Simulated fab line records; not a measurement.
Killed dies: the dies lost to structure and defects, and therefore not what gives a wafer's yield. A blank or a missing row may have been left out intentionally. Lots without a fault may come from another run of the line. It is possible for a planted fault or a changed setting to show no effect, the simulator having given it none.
Matching of chambers ; flow nand-harc ; rie-diel-04 running NHARC_P_M2_ETCH_35: 4 sister chambers
The step etches the open film in N2/H2, target depth 40 nm, overetch 12 nm, time 43.94 s. 14 wafers are shown with their chamber, then 7 later ones without.

## WAFERS, EACH WITH ITS CHAMBER
wafer;chamber;drypump-motor-current-A (A);rf-vpp-V (V);oes-product-au (a.u.)
L079.1;2;6.6;428.8;0.997
L079.4;1;5.7;431.5;0.994
L079.6;2;6.5;426.3;1.014
L083.1;1;5.6;430.2;0.993
L083.2;3;5.3;432.8;0.999
L083.5;3;5.3;434.8;0.990
L084.1;3;5.3;434.8;1.003
L084.2;0;5.7;433.4;1.009
L084.4;1;5.7;431.2;0.995
L085.1;1;5.7;430.3;0.993
L085.3;3;5.3;431.7;1.007
L085.6;0;5.8;434.2;1.009
L086.3;0;5.7;432.0;1.015
L086.5;3;5.3;431.8;0.995

SIGNATURES (means of the wafers above)
reading;chamber 0;chamber 1;chamber 2;chamber 3;scatter within a chamber
drypump-motor-current-A;5.733;5.675;6.550;5.300;0.0438
rf-vpp-V;433.200;430.800;427.550;433.180;1.28
oes-product-au;1.01100;0.99375;1.00550;0.99880;0.0059
Rule: distance of a wafer from a chamber = root of the sum over the readings of ((wafer's reading minus chamber's mean) / reading's scatter) squared. The wafer belongs to the nearest chamber; if the next one is less than 2 further off, it can't be placed. The scatter: take each reading less its chamber's mean, square it, sum over the shown wafers, divide by the number of wafers less the number of chambers, and take the root.

## WAFERS WHOSE CHAMBER IS MISSING
wafer;drypump-motor-current-A (A);rf-vpp-V (V);oes-product-au (a.u.)
L086.6;6.6;428.8;1.004
L090.1;6.6;430.3;1.009
L090.4;5.7;433.5;0.993
L090.6;5.3;435.8;1.001
L093.1;6.6;427.5;1.004
L093.4;5.7;431.6;1.004
L093.5;5.3;434.2;0.995

## EACH ONE'S CHAMBER
wafer;from the rows above;in truth
L086.6;2;2
L090.1;2;2
L090.4;can't be placed: 1 or 0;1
L090.6;3;3
L093.1;2;2
L093.4;can't be placed: 0 or 1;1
L093.5;3;3
Placed correctly: 5 of 7. From these rows, 2 cannot be placed; in 2 the true chamber is one of the candidates. Wrongly placed: 0.
